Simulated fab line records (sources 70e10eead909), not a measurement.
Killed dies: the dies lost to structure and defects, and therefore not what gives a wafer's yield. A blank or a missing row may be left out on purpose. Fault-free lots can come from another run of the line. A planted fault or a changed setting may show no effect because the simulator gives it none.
A lot that was struck, set against a sound lot	flow nandHarc	14 out of 1302 route steps
Sound: these wafers, L959.1, L959.2, L959.4. Wafers L977.1, L977.3, L977.5 were the ones struck. The cause is given at the end.
For every step that has rows: the tool of each side, followed by ch and its chambers, followed by its first start. Under that, the readings that differ: sound wafers	struck wafers	difference of the means	sigmas: that difference in standard deviations of wafers without a fault.
alike: words and numbers the same on both sides, and readings whose means are apart by under 2 such deviations; not compared: readings that were withheld, readings missing a value for some wafer, numbers with overlapping values and no deviation given by the record, and bounds like >300 which may hide the same value.
The two part at a step that has a row with sigmas, a row that says differs or no value, or rows on one side only. Numbers that have no deviation but don't overlap get no sigmas and don't part them. Lack of a reading on every wafer of one side parts them only where that side has two or more wafers.

NHARC_P_M0_CMP_23: polishes, t overpolish 20 s, target thk 117.54 nm.
  sound on cmp-03 ch 0,1,2, day 8 04:32; struck on cmp-03 ch 1,2,3, day 15 21:01
  alike: motorCurrentA, timeToEndpointS
NHARC_P_M0_THK_MEAS_24: measures by xrf.
  sound on filmMetro-01, day 8 04:51; struck on filmMetro-02, day 15 21:18
  alike: thkNm
after that, 1 step had no rows for these wafers: NHARC_P_M0_SRD_25.
NHARC_P_M0_INSPECT_27:
  sound on defectInspect-01, day 8 05:01; struck on defectInspect-01, day 15 21:28
  alike: rawDefectCount
NHARC_P_M0_PRE_CLEAN_31: time 12 s.
  sound on pecvd-01 ch 0,1,2, day 8 05:05; struck on pecvd-01 ch 1,2, day 15 21:32
reading	sound	struck	difference	sigmas
rfFwdPowerW (W)	293.6 291.1 291.8	293.4 294.4 294.1	+1.8	+2
  alike: heaterPowerW
NHARC_P_M0_DEP_32: deposits SiCN, target thk 30 nm.
  sound on pecvd-01 ch 0,1,2, day 8 05:10; struck on pecvd-01 ch 1,2, day 15 21:37
  alike: heaterPowerW, rfFwdPowerW
then, 5 steps without rows for these wafers: NHARC_P_M1_DEP_00 (deposits SiOC, target thk 182.5 nm); NHARC_P_M1_DEHYDRATE_01 (time 120 s); NHARC_P_M1_HMDS_02 (time 30 s); NHARC_P_M1_COAT_34 (time 65 s); NHARC_P_M1_COAT_03 (resist thk 90 nm).
NHARC_P_M1_SOFTBAKE_04: time 55 s.
  sound on lithoTrack-04 ch 0, day 8 05:00; struck on lithoTrack-01 ch 0, day 15 22:00
reading	sound	struck	difference	sigmas
heaterPowerTotalW (W)	188.71 188.29 188.47	179.85 180.37 179.90	-8.45	-56
after that, 1 step had no rows for these wafers: NHARC_P_M1_EBR_05.
-- record jumps: 19 days between struck wafers' starts before vs after; left off in module P_M1, resumes in module END, first step shown is number 1302 of the route --
NHARC_END_SORT_01:
  sound on prober-02 ch 0, day 26 15:18; struck on prober-01 ch 0, day 34 13:40
  alike: defectLimitedYield, killedAtArray, killedAtOther, killedAtPeriphery, killedDies, killedOpen, killedShort, sort_bin_2_pct, sort_bin_3_pct, sort_bin_4_pct, sortNPass, sortRimYieldPct, sortYieldPct

## WHERE THEY PART
First at NHARC_P_M0_PRE_CLEAN_31; last, within this record, at NHARC_P_M1_SOFTBAKE_04. Later steps at which nothing parts them and some readings are alike: NHARC_END_SORT_01.

WHY: whatever the simulator had introduced
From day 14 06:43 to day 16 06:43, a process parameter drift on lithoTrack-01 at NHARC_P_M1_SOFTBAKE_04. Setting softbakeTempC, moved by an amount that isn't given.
